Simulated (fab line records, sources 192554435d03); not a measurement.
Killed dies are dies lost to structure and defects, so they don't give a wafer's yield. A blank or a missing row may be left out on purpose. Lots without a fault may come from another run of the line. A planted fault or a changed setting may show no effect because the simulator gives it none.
Which tool did it? | flow n5_finfet | 12 lots, 36 wafers sampled, at 3 steps of a route of 1938

WHAT THE GAUGES READ, wafer by wafer
N5_BEOL_M6_CD_MEAS_35: target cd 40 nm, target cd y 28 nm.
lot  | measured     | on        | cd_nm (nm)
L075 | day 9 01:56  | cd_sem-03 | 40.4 39.8 40.5
L079 | day 9 20:27  | cd_sem-03 | 39.5 40.0 39.7
L078 | day 10 03:17 | cd_sem-03 | 40.1 39.8 40.0
L081 | day 10 21:47 | cd_sem-01 | 40.5 40.1 39.5
L083 | day 11 12:02 | cd_sem-02 | 40.6 40.4 40.6
L086 | day 12 00:34 | cd_sem-01 | 39.8 38.7 39.7
L087 | day 12 05:12 | cd_sem-02 | 40.5 39.1 39.6
L090 | day 12 22:04 | cd_sem-03 | 40.5 40.5 40.4
L091 | day 13 08:26 | cd_sem-02 | 39.4 39.4 40.5
L093 | day 13 17:47 | cd_sem-03 | 40.1 40.0 40.0
L095 | day 14 12:05 | cd_sem-02 | 41.1 40.3 40.6
L097 | day 14 21:05 | cd_sem-03 | 40.3 40.7 40.5

WHICH TOOL RAN EACH LOT (tool, then ch and the chambers of the sampled wafers, then the start)
lot  | N5_BEOL_M6_ETCH_65                 | N5_BEOL_M6_TRENCH_ETCH_37
L075 | rie_diel-02 ch 0,3, day 9 01:25    | rie_diel-02 ch 0,3, day 9 01:56 or earlier
L079 | rie_diel-06 ch 1,3, day 9 19:55    | rie_diel-06 ch 1,3, day 9 20:27 or earlier
L078 | rie_diel-02 ch 0,1,3, day 10 02:45 | rie_diel-02 ch 0,1,3, day 10 03:17 or earlier
L081 | rie_diel-02 ch 1,2,3, day 10 21:16 | rie_diel-02 ch 1,2,3, day 10 21:47 or earlier
L083 | rie_diel-06 ch 1,2,3, day 11 11:31 | rie_diel-06 ch 1,2,3, day 11 12:02 or earlier
L086 | rie_diel-02 ch 0,1,3, day 12 00:02 | rie_diel-02 ch 0,1,3, day 12 00:34 or earlier
L087 | rie_diel-06 ch 1,2, day 12 04:40   | rie_diel-06 ch 1,2, day 12 05:12 or earlier
L090 | rie_diel-05 ch 0,1, day 12 21:31   | rie_diel-05 ch 0,1, day 12 22:04 or earlier
L091 | rie_diel-05 ch 2,3, day 13 07:54   | rie_diel-05 ch 2,3, day 13 08:26 or earlier
L093 | rie_diel-06 ch 0,2,3, day 13 17:10 | rie_diel-06 ch 0,2,3, day 13 17:47 or earlier
L095 | rie_diel-05 ch 0,1,3, day 14 11:34 | rie_diel-05 ch 0,1,3, day 14 12:05 or earlier
L097 | rie_diel-02 ch 0,2,3, day 14 20:33 | rie_diel-02 ch 0,2,3, day 14 21:05 or earlier
- N5_BEOL_M6_ETCH_65: etches SiARC in CF4, target depth 15.6 nm, time 26 s.
- N5_BEOL_M6_TRENCH_ETCH_37: etches SiCOH lowk in C4F6/O2, target depth 94.435 nm, time 31.5 s.

THE ANSWER, worked out from the rows above alone
Rule: what is usual is taken from the lots themselves. Put in order of their means at a reading, lots are off if they are a third of the lots or fewer, leave a main group of 4 or more, and stand apart from it by a gap of 3 or more times the standard deviation of the main group's means; of several such gaps the widest counts. A main group whose means are all the same, to the digits that the tables above print for the reading, isn't used. A lot without any number at a reading at which 4 lots or more have one is off too. The other lots that the step has rows for count as sound.
No lot is off at any reading shown: from this, nothing can be told.

WHAT THE SIMULATOR HAD PUT IN
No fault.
